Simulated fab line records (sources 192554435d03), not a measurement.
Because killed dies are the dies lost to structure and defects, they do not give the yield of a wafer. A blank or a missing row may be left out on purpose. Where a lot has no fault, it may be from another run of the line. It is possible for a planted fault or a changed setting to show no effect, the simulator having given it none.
A lot that was struck, set against a sound lot -- flow n5-finfet -- 39 out of 1938 route steps
Sound: these wafers, L348.2, L348.3, L348.4. Struck: wafer L361.6 (left out: L361.3, L361.5 of the same lot, which were not struck); the cause appears at the end.
Order at every step that has rows: each side's tool, ch and its chambers, its first start. Under that, the readings that differ: sound wafers -- struck wafers -- difference of the means -- sigmas: that difference in standard deviations of wafers without a fault.
alike: same words and numbers on both sides, and readings whose means sit less than 2 such deviations apart. not compared: any withheld reading, any reading some wafer has no value for, any bound like >300 that may hide the same value, and any number with overlapping values for which the record gives no deviation.
Wherever a step has rows on one side only, a row that says differs or no value, or a row with sigmas, the two part there. Non-overlapping numbers with no deviation appear without sigmas and do not part them. A reading missing from all wafers of one side parts the sides only when that side holds two or more wafers.

first, 12 steps without rows for these wafers: N5_SD_EPI_N_STRIP_36 (strips in N2/H2); N5_SD_EPI_N_ETCHBACK_44 (etches SiNx in CH3F/O2, stops on SiO2, target depth 14.5 nm); N5_SD_EPI_N_ETCH_45 (etches SiOCN in CH3F/O2, target depth 6 nm); N5_SD_EPI_N_ETCH_16 (etches SiO2 in CHF3/O2, target depth 5 nm); N5_SD_EPI_N_STRIP_47 (strips in CHF3/O2); N5_SD_EPI_N_SD_RECESS_17 (chemistry HBr/Cl2/O2, target depth 41 nm, time 23.7 s, bt time 3 s); N5_SD_EPI_N_STRIP_38 (strips in N2/H2); N5_SD_EPI_N_WET_ETCH_43 (etches SiO2 in dHF, time 14 s, target depth 1.5 nm); N5_SD_EPI_N_STRIP_18 (strips in SPM, time 750 s); N5_SD_EPI_N_SRD_20 (time 30 s); N5_SD_EPI_N_PRECLEAN_48 (cleans in NF3:NH3, afs cycles 2, time 20 s, sublimation time 60 s); N5_SD_EPI_N_VAPOR_ETCH_50 (etches Si in HCl, time 54 s).
N5_SD_EPI_N_EPI_21: deposits Si:P, time 690 s.
  sound on epi-rpcvd-03 ch 0, day 3 13:38; struck on epi-rpcvd-03 ch 0, day 6 14:23
  not compared: model.Si-P_of_SD_EPI_N_EPI_21.thk-nm
then, 24 steps without rows for these wafers: N5_SD_EPI_N_PRECLEAN_24 (cleans in O3/DIW, time 60 s); N5_SD_EPI_N_SRD_25 (time 30 s); N5_SD_EPI_N_PRECLEAN_49 (cleans in NF3:NH3, afs cycles 1, time 20 s, sublimation time 60 s); N5_SD_EPI_N_LINER_46 (material SiNx, target thk 3 nm); N5_SD_EPI_P_COAT_34 (time 60 s, resist thk 350 nm); N5_SD_EPI_P_COAT_35 (time 60 s, resist thk 35 nm); N5_SD_EPI_P_COAT_03 (resist thk 150 nm); N5_SD_EPI_P_EBR_05; N5_SD_EPI_P_SOFTBAKE_04 (time 60 s); N5_SD_EPI_P_EXPOSE_06 (exposes mask SD P BLK, target cd 240 nm); N5_SD_EPI_P_PEB_07 (peb time 60 s); N5_SD_EPI_P_DEVELOP_08 (develop time 30 s); N5_SD_EPI_P_DESCUM_14 (chemistry O2, time 7.9 s); N5_SD_EPI_P_ETCH_36 (etches SiARC in CF4, target depth 45.5 nm, time 75.8 s); N5_SD_EPI_P_ETCH_37 (etches SOC in N2/H2, overetch 108 nm, time 486 s); N5_SD_EPI_P_STRIP_38 (strips in N2/H2); N5_SD_EPI_P_ETCHBACK_46 (etches SiNx in CH3F/O2, stops on SiO2, target depth 17.5 nm); N5_SD_EPI_P_ETCH_47 (etches SiOCN in CH3F/O2, target depth 25 nm); N5_SD_EPI_P_ETCH_16 (etches SiO2 in CHF3/O2, target depth 5 nm); N5_SD_EPI_P_STRIP_50 (strips in CHF3/O2); N5_SD_EPI_P_SD_RECESS_17 (chemistry HBr/Cl2/O2, target depth 39.1 nm, bt time 3 s); N5_SD_EPI_P_WET_ETCH_45 (etches SiO2 in dHF, time 10.7 s, target depth 2 nm, rinse time 30 s); N5_SD_EPI_P_STRIP_40 (strips in N2/H2); N5_SD_EPI_P_PRECLEAN_52 (cleans in O3/DIW, time 60 s).
N5_MOL_CONTACT_COAG_ETCH_15: etches SiNx in CH3F/O2, stops on Si:P, target depth 7 nm.
  sound on rie-diel-06 ch 0,1,3, day 5 01:19; struck on rie-diel-03 ch 2, day 8 02:58
reading,sound,struck,difference,sigmas
rf-vpp-V (V),297.0 300.0 298.2,293.5,-4.9,-2
showerhead-plenum-p-Torr (Torr),2.04 2.02 1.92,1.84,-0.15,-3
  alike: O2_flow_sccm, drypump-motor-current-A, oes-product-au, throttle-valve-pct
  not compared: rf-hours-counter-h, model.Si-P_of_SD_EPI_N_EPI_21.thk-nm
-- here the record skips 10 days between the struck wafers' starts before and after, leaving off in module MOL_CONTACT_COAG and picking up in module PASSIVATION (first step shown: number 1936 of the route) --
N5_PASSIVATION_PROBE_49:
  rows exist in the record for the struck wafers here (prober-01, day 18 09:02), but not for the sound ones

## WHERE THEY PART
At N5_MOL_CONTACT_COAG_ETCH_15 first; at N5_PASSIVATION_PROBE_49 last (within this record only).

WHY: whatever the simulator had introduced
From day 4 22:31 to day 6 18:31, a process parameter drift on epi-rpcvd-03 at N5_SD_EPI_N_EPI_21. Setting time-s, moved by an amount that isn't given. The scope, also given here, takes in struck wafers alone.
